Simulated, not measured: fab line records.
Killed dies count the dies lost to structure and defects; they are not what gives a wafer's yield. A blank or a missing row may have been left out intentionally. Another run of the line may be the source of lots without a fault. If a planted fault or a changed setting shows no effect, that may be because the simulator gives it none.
The tool behind it: which one?	flow n5-finfet	21 lots with 63 wafers sampled at 6 steps, on a route of 1938 steps

== WHAT THE GAUGES SHOWED, per wafer ==
Not one reading of a measure or inspect step in the record can be checked against a usual standard deviation.

== TOOL THAT RAN EACH LOT (tool first, then ch and the chambers of the sampled wafers, then the start) ==
lot	N5_STI_FIN_REVEAL_STRIP_24	N5_DUMMY_GATE_ALD_02	N5_DUMMY_GATE_DESCUM_20	N5_DUMMY_GATE_ETCH_37	N5_DUMMY_GATE_HM_OPEN_21	N5_SPACER0_ALD_07
L074	rie-diel-04 ch 0,2,3, day 2 10:51	ald-sin-01 ch 0,1,3, day 2 14:11	rie-diel-03 ch 1,2,3, day 2 22:41	rie-diel-03 ch 1,2,3, day 2 22:50	rie-diel-01 ch 0,1, day 2 23:11	ald-sin-02 ch 0,2, day 2 23:52
L075	rie-diel-04 ch 0,1,2, day 2 20:17	ald-sin-02 ch 1,2,3, day 2 23:23	rie-diel-03 ch 2,3, day 3 07:53	rie-diel-03 ch 2,3, day 3 08:02	rie-diel-03 ch 1,2,3, day 3 08:25	ald-sin-03 ch 1,2, day 3 09:15
L076	rie-diel-06 ch 0,2,3, day 2 22:28	ald-sin-02 ch 0,1,3, day 3 01:34	rie-diel-03 ch 0,1,2, day 3 11:22	rie-diel-03 ch 0,1,2, day 3 11:30	rie-diel-02 ch 1,2,3, day 3 11:52	ald-sin-02 ch 0,1,2, day 3 12:34
L077	rie-diel-04 ch 0,1,3, day 3 04:52	ald-sin-04 ch 0,2,3, day 3 07:59	rie-diel-03 ch 0,1, day 3 16:29	rie-diel-03 ch 0,1, day 3 16:37	rie-diel-02 ch 0,2,3, day 3 17:04	ald-sin-04 ch 1,2,3, day 3 18:16
L078	rie-diel-04 ch 0,1,2, day 3 09:55	ald-sin-04 ch 0,2,3, day 3 13:01	rie-diel-01 ch 0,2,3, day 3 21:40	rie-diel-01 ch 0,2,3, day 3 21:49	rie-diel-02 ch 1,2,3, day 3 22:10	ald-sin-04 ch 0,1,2, day 3 22:52
L079	rie-diel-06 ch 1,2,3, day 3 15:05	ald-sin-04 ch 0,1,2, day 3 18:49	rie-diel-03 ch 1,2,3, day 4 03:49	rie-diel-03 ch 1,2,3, day 4 03:58	rie-diel-01 ch 1,3, day 4 04:20	ald-sin-03 ch 0,1, day 4 05:05
L080	rie-diel-04 ch 1,2, day 3 22:22	ald-sin-02 ch 0,3, day 4 01:28	rie-diel-03 ch 0,2, day 4 09:59	rie-diel-03 ch 0,2, day 4 10:08	rie-diel-02 ch 0,1,3, day 4 10:30	ald-sin-02 ch 0,3, day 4 11:11
L081	rie-diel-06 ch 0,1,3, day 4 03:33	ald-sin-02 ch 0,1,3, day 4 06:54	rie-diel-03 ch 0,2, day 4 15:25	rie-diel-03 ch 0,2, day 4 15:34	rie-diel-02 ch 1,2,3, day 4 15:56	ald-sin-02 ch 0,2,3, day 4 16:41
L082	rie-diel-06 ch 0,1,2, day 4 11:31	ald-sin-01 ch 1,2,3, day 4 14:44	rie-diel-03 ch 0,2, day 4 23:15	rie-diel-03 ch 0,2, day 4 23:23	rie-diel-02 ch 0,1,2, day 4 23:52	ald-sin-03 ch 0,1,3, day 5 00:42
L083	rie-diel-05 ch 0,1, day 4 16:41	ald-sin-01 ch 0,3, day 4 20:05	rie-diel-01 ch 1,3, day 5 04:41	rie-diel-01 ch 1,3, day 5 04:50	rie-diel-02 ch 1,2,3, day 5 05:12	ald-sin-03 ch 0,1,2, day 5 05:55
L084	rie-diel-06 ch 0,1,2, day 5 00:26	ald-sin-04 ch 0,1,3, day 5 03:41	rie-diel-03 ch 1,2,3, day 5 12:58	rie-diel-03 ch 1,2,3, day 5 13:07	rie-diel-01 ch 0,2,3, day 5 13:30	ald-sin-03 ch 0,2,3, day 5 14:14
L085	rie-diel-06 ch 0,2,3, day 5 04:47	ald-sin-01 ch 0,1,2, day 5 08:13	rie-diel-01 ch 0,2, day 5 19:20	rie-diel-01 ch 0,2, day 5 19:28	rie-diel-03 ch 1,3, day 5 20:08	ald-sin-02 ch 0,2,3, day 5 20:50
L087	rie-diel-05 ch 1,2, day 5 17:56	ald-sin-04 ch 0,1, day 5 22:07	rie-diel-02 ch 0,1,2, day 6 06:38	rie-diel-02 ch 0,1,2, day 6 06:47	rie-diel-03 ch 0,1, day 6 07:21	ald-sin-02 ch 1,2,3, day 6 08:02
L090	rie-diel-06 ch 0,2, day 6 10:54	ald-sin-04 ch 0,3, day 6 14:00	rie-diel-03 ch 0,1, day 7 00:21	rie-diel-03 ch 0,1, day 7 00:30	rie-diel-02 ch 0,1,2, day 7 00:52	ald-sin-02 ch 1,2, day 7 01:33
L091	rie-diel-04 ch 0,1,3, day 6 15:29	ald-sin-01 ch 0,1,3, day 6 18:47	rie-diel-03 ch 1,2, day 7 03:19	rie-diel-03 ch 1,2, day 7 03:28	rie-diel-03 ch 2,3, day 7 03:49	ald-sin-03 ch 1,2, day 7 04:30
L092	rie-diel-05 ch 0,2, day 6 21:30	ald-sin-02 ch 0,1,3, day 7 00:37	rie-diel-01 ch 0,1,2, day 7 13:50	rie-diel-01 ch 0,1,2, day 7 13:59	rie-diel-03 ch 0,2,3, day 7 14:27	ald-sin-03 ch 1,2,3, day 7 15:41
L093	rie-diel-06 ch 0,2, day 7 09:31	ald-sin-01 ch 0,1,3, day 7 12:52	rie-diel-03 ch 0,1,2, day 7 21:31	rie-diel-03 ch 0,1,2, day 7 21:40	rie-diel-03 ch 0,1,3, day 7 22:01	ald-sin-04 ch 1,2,3, day 7 23:26
L094	rie-diel-04 ch 0,1,3, day 7 11:21	ald-sin-01 ch 1,3, day 7 14:36	rie-diel-03 ch 0,1,3, day 7 23:15	rie-diel-03 ch 0,1,3, day 7 23:23	rie-diel-03 ch 0,3, day 7 23:47	ald-sin-02 ch 1,3, day 8 00:29
L095	rie-diel-06 ch 1,2, day 7 16:32	ald-sin-02 ch 0,1, day 7 19:40	rie-diel-01 ch 0,3, day 8 05:28	rie-diel-01 ch 0,3, day 8 05:37	rie-diel-01 ch 0,3, day 8 06:06	ald-sin-02 ch 1,3, day 8 06:52
L096	rie-diel-06 ch 0,1,2, day 7 21:55	ald-sin-02 ch 0,1, day 8 01:03	rie-diel-01 ch 0,3, day 8 09:43	rie-diel-01 ch 0,3, day 8 09:52	rie-diel-01 ch 1,2, day 8 10:13	ald-sin-03 ch 2,3, day 8 10:59
L097	rie-diel-06 ch 0,1, day 8 03:43	ald-sin-01 ch 1,2, day 8 06:52	rie-diel-03 ch 1,2,3, day 8 17:26	rie-diel-03 ch 1,2,3, day 8 17:35	rie-diel-02 ch 0,1,2, day 8 17:56	ald-sin-03 ch 1,2,3, day 8 20:52
- N5_STI_FIN_REVEAL_STRIP_24: strips in N2/H2, time 90 s.
- N5_DUMMY_GATE_ALD_02: deposits SiO2, target thk 2 nm, pulse time 1 s.
- N5_DUMMY_GATE_DESCUM_20: chemistry O2, time 6.2 s.
- N5_DUMMY_GATE_ETCH_37: etches SOC in N2/H2, target depth 60 nm, overetch 30 nm.
- N5_DUMMY_GATE_HM_OPEN_21: chemistry CH3F/O2, target SiNx, target depth 120 nm, time 171.4 s.
- N5_SPACER0_ALD_07: deposits SiNx, target thk 2 nm.

== WHAT THE TOOLS THEMSELVES READ (means of the sampled wafers that have a number; where no wafer has one, the mark that the record gives instead) ==
N5_STI_FIN_REVEAL_STRIP_24. Usual: drypump-motor-current-A 5.4 A, standard deviation 0.49; n2-flow-sccm 300.1 sccm, standard deviation 0.88; oes-product-au 0.78 a.u., standard deviation 0.072; rf-vpp-V 45.2 V, standard deviation 0.87; showerhead-plenum-p-Torr 3.33 Torr, standard deviation 0.1; throttle-valve-pct 12.30 %, standard deviation 0.23.
lot	tool	drypump-motor-current-A (A)	n2-flow-sccm (sccm)	oes-product-au (a.u.)	rf-vpp-V (V)	showerhead-plenum-p-Torr (Torr)	throttle-valve-pct (%)	flag
L074	rie-diel-04	5.7	300.3	0.83	46.6	3.41	12.20	
L075	rie-diel-04	5.9	300.3	0.82	46.1	3.37	12.19	
L076	rie-diel-06	5.0	300.2	0.75	45.3	3.28	12.34	
L077	rie-diel-04	5.6	300.0	0.77	45.2	3.39	12.20	
L078	rie-diel-04	6.0	299.5	0.81	45.1	3.36	12.21	
L079	rie-diel-06	5.3	299.1	0.74	45.2	3.33	12.52	
L080	rie-diel-04	6.0	299.2	0.83	45.2	3.28	12.13	
L081	rie-diel-06	5.1	300.2	0.75	45.9	3.28	12.40	
L082	rie-diel-06	5.2	299.9	0.77	45.0	3.33	12.33	
L083	rie-diel-05	5.6	300.7	0.86	45.0	3.46	12.17	
L084	rie-diel-06	5.2	300.6	0.76	45.3	3.33	12.35	
L085	rie-diel-06	5.0	299.3	0.74	44.7	3.27	12.38	
L087	rie-diel-05	5.3	300.4	0.93	45.7	3.50	11.94	
L090	rie-diel-06	5.0	300.9	0.77	45.4	3.28	12.21	
L091	rie-diel-04	5.6	300.0	0.75	45.1	3.37	12.27	
L092	rie-diel-05	5.7	299.5	0.82	45.3	3.55	12.24	
L093	rie-diel-06	5.1	300.5	0.76	45.5	3.32	12.36	
L094	rie-diel-04	5.6	300.1	0.74	45.0	3.37	12.31	
L095	rie-diel-06	5.4	300.4	0.74	44.9	3.37	12.53	
L096	rie-diel-06	5.2	300.5	0.75	44.9	3.32	12.42	
L097	rie-diel-06	5.3	300.5	0.74	45.8	3.32	12.44	

N5_DUMMY_GATE_ALD_02. Usual: heater-power-w 484 W, standard deviation 41; precursor-pulse-height-rel 1.000, standard deviation 0.019.
lot	tool	heater-power-w (W)	precursor-pulse-height-rel	flag
L074	ald-sin-01	491	1.000	
L075	ald-sin-02	470	1.017	
L076	ald-sin-02	503	0.991	
L077	ald-sin-04	482	0.998	
L078	ald-sin-04	484	0.980	
L079	ald-sin-04	469	0.989	
L080	ald-sin-02	541	1.000	
L081	ald-sin-02	503	1.001	
L082	ald-sin-01	473	0.992	
L083	ald-sin-01	503	1.008	
L084	ald-sin-04	469	1.003	
L085	ald-sin-01	474	1.012	
L087	ald-sin-04	469	1.012	
L090	ald-sin-04	500	0.993	
L091	ald-sin-01	492	0.990	
L092	ald-sin-02	508	0.990	
L093	ald-sin-01	500	1.004	
L094	ald-sin-01	486	1.005	
L095	ald-sin-02	553	1.017	
L096	ald-sin-02	519	0.991	
L097	ald-sin-01	459	0.992	

N5_DUMMY_GATE_DESCUM_20. Usual: drypump-motor-current-A 5.9 A, standard deviation 0.57; oes-product-au 0.78 a.u., standard deviation 0.074; rf-vpp-V 243.9 V, standard deviation 1.2; showerhead-plenum-p-Torr 2.13 Torr, standard deviation 0.06; throttle-valve-pct 20.41 %, standard deviation 0.16.
lot	tool	drypump-motor-current-A (A)	oes-product-au (a.u.)	rf-vpp-V (V)	showerhead-plenum-p-Torr (Torr)	throttle-valve-pct (%)	flag
L074	rie-diel-03	5.6	0.74	244.6	2.14	20.47	
L075	rie-diel-03	5.2	0.71	243.9	2.10	20.52	
L076	rie-diel-03	5.9	0.75	244.3	2.11	20.42	
L077	rie-diel-03	6.2	0.78	243.9	2.15	20.38	
L078	rie-diel-01	5.9	0.74	244.6	2.14	20.33	
L079	rie-diel-03	5.6	0.74	243.3	2.14	20.49	
L080	rie-diel-03	6.1	0.76	244.1	2.09	20.47	
L081	rie-diel-03	5.5	0.72	242.7	2.07	20.49	
L082	rie-diel-03	6.1	0.75	243.4	2.09	20.48	
L083	rie-diel-01	6.0	0.87	243.7	2.20	20.39	
L084	rie-diel-03	5.6	0.72	243.6	2.13	20.50	
L085	rie-diel-01	5.8	0.89	244.7	2.14	20.18	
L087	rie-diel-02	5.8	0.74	243.3	2.12	20.45	
L090	rie-diel-03	6.5	0.77	244.2	2.13	20.46	
L091	rie-diel-03	5.7	0.82	243.6	2.12	20.25	
L092	rie-diel-01	5.8	0.84	244.9	2.17	20.25	
L093	rie-diel-03	5.9	0.82	243.4	2.10	20.31	
L094	rie-diel-03	6.2	0.75	244.7	2.15	20.52	
L095	rie-diel-01	6.0	0.85	242.8	2.11	20.31	
L096	rie-diel-01	6.0	0.85	243.5	2.10	20.31	
L097	rie-diel-03	5.6	0.79	244.3	2.13	20.38	

N5_DUMMY_GATE_ETCH_37. Usual: drypump-motor-current-A 5.9 A, standard deviation 0.56; n2-flow-sccm 200.0 sccm, standard deviation 0.64; oes-product-au 0.61 a.u., standard deviation 0.054; rf-vpp-V 525.1 V, standard deviation 2; showerhead-plenum-p-Torr 2.59 Torr, standard deviation 0.066; throttle-valve-pct 17.82 %, standard deviation 0.18.
lot	tool	drypump-motor-current-A (A)	n2-flow-sccm (sccm)	oes-product-au (a.u.)	rf-vpp-V (V)	showerhead-plenum-p-Torr (Torr)	throttle-valve-pct (%)	flag
L074	rie-diel-03	5.6	200.3	0.59	526.1	2.61	17.91	
L075	rie-diel-03	5.2	199.9	0.56	524.0	2.56	17.95	
L076	rie-diel-03	5.9	199.4	0.60	524.6	2.58	17.89	
L077	rie-diel-03	6.3	200.7	0.62	527.1	2.63	17.84	
L078	rie-diel-01	5.9	200.1	0.59	525.6	2.60	17.77	
L079	rie-diel-03	5.6	200.2	0.58	525.1	2.61	17.91	
L080	rie-diel-03	6.1	199.4	0.60	524.5	2.55	17.93	
L081	rie-diel-03	5.5	199.5	0.58	522.6	2.52	17.95	
L082	rie-diel-03	6.1	200.5	0.60	524.1	2.55	17.94	
L083	rie-diel-01	6.0	200.1	0.68	526.3	2.64	17.58	
L084	rie-diel-03	5.6	199.5	0.58	525.5	2.60	17.93	
L085	rie-diel-01	5.8	200.7	0.70	525.7	2.61	17.64	
L087	rie-diel-02	5.7	200.3	0.58	524.5	2.57	17.82	
L090	rie-diel-03	6.6	200.1	0.61	525.0	2.60	17.92	
L091	rie-diel-03	5.7	200.3	0.65	525.7	2.60	17.72	
L092	rie-diel-01	5.8	199.8	0.66	526.6	2.64	17.60	
L093	rie-diel-03	5.9	199.8	0.64	524.2	2.57	17.77	
L094	rie-diel-03	6.3	199.7	0.59	525.7	2.62	17.96	
L095	rie-diel-01	6.0	199.6	0.67	524.8	2.56	17.73	
L096	rie-diel-01	6.0	200.4	0.67	524.4	2.56	17.75	
L097	rie-diel-03	5.6	199.6	0.62	525.0	2.59	17.80	

N5_DUMMY_GATE_HM_OPEN_21. Usual: O2_flow_sccm 23.01 sccm, standard deviation 0.069; drypump-motor-current-A 5.9 A, standard deviation 0.51; oes_ar_750_au 0.76 a.u., standard deviation 0.065; oes-product-au 0.76 a.u., standard deviation 0.069; rf-vpp-V 298 V, standard deviation 7.2; showerhead-plenum-p-Torr 2.05 Torr, standard deviation 0.063; throttle-valve-pct 16.46 %, standard deviation 0.17.
lot	tool	O2_flow_sccm (sccm)	drypump-motor-current-A (A)	oes_ar_750_au (a.u.)	oes-product-au (a.u.)	rf-vpp-V (V)	showerhead-plenum-p-Torr (Torr)	throttle-valve-pct (%)	flag
L074	rie-diel-01	23.11	5.9	0.86	0.87	305	2.13	16.40	
L075	rie-diel-03	23.02	5.6	0.73	0.73	301	2.07	16.59	
L076	rie-diel-02	23.05	5.9	0.75	0.74	293	1.99	16.42	
L077	rie-diel-02	23.01	5.7	0.73	0.72	293	2.01	16.55	
L078	rie-diel-02	23.06	5.9	0.75	0.74	293	1.99	16.43	
L079	rie-diel-01	23.04	6.0	0.86	0.88	304	2.11	16.28	
L080	rie-diel-02	23.00	5.5	0.74	0.73	296	2.01	16.41	
L081	rie-diel-02	23.00	6.0	0.75	0.74	294	1.98	16.44	
L082	rie-diel-02	23.01	5.8	0.74	0.74	293	2.04	16.44	
L083	rie-diel-02	22.99	5.9	0.74	0.74	294	1.98	16.43	
L084	rie-diel-01	23.07	5.9	0.82	0.82	305	2.06	16.30	
L085	rie-diel-03	23.07	5.9	0.73	0.73	305	2.10	16.56	
L087	rie-diel-03	23.05	6.3	0.76	0.75	295	2.10	16.59	
L090	rie-diel-02	22.96	5.8	0.73	0.73	294	2.03	16.47	
L091	rie-diel-03	22.97	5.6	0.78	0.80	304	2.05	16.46	
L092	rie-diel-03	22.99	5.9	0.80	0.80	299	2.04	16.46	
L093	rie-diel-03	23.03	6.3	0.74	0.73	299	2.08	16.60	
L094	rie-diel-03	22.97	6.2	0.73	0.73	303	2.07	16.57	
L095	rie-diel-01	23.02	6.1	0.80	0.79	300	2.03	16.44	
L096	rie-diel-01	23.02	5.8	0.76	0.77	312	2.11	16.24	
L097	rie-diel-02	23.01	5.8	0.73	0.72	294	2.03	16.48	

N5_SPACER0_ALD_07. Usual: 884 W for heater-power-w, sd 83.
lot	tool	heater-power-w (W)	flag
L074	ald-sin-02	970	
L075	ald-sin-03	891	
L076	ald-sin-02	917	
L077	ald-sin-04	822	
L078	ald-sin-04	838	
L079	ald-sin-03	825	
L080	ald-sin-02	890	
L081	ald-sin-02	896	
L082	ald-sin-03	861	
L083	ald-sin-03	890	
L084	ald-sin-03	934	
L085	ald-sin-02	895	
L087	ald-sin-02	866	
L090	ald-sin-02	867	
L091	ald-sin-03	881	
L092	ald-sin-03	890	
L093	ald-sin-04	794	
L094	ald-sin-02	844	
L095	ald-sin-02	833	
L096	ald-sin-03	929	
L097	ald-sin-03	891	

== THE ANSWER, worked out from the rows above alone ==
Rule: take the mean of a lot's wafers that have a number; if it is more than 3 standard deviations from the usual mean, the lot is off. Also off: a lot with no number at a reading for which 4 or more lots have one. Any other lot the step has rows for is counted as sound. After the gauges, taken in route order, come the tools' own readings; for these a lot's mean is taken, as printed above. The first step at which some lot is off is used, and at that step the reading that is off furthest; a lot without a number counts as furthest.
Nothing can be told from this: no lot is off at any reading shown.

== WHAT THE SIMULATOR HAD INSERTED ==
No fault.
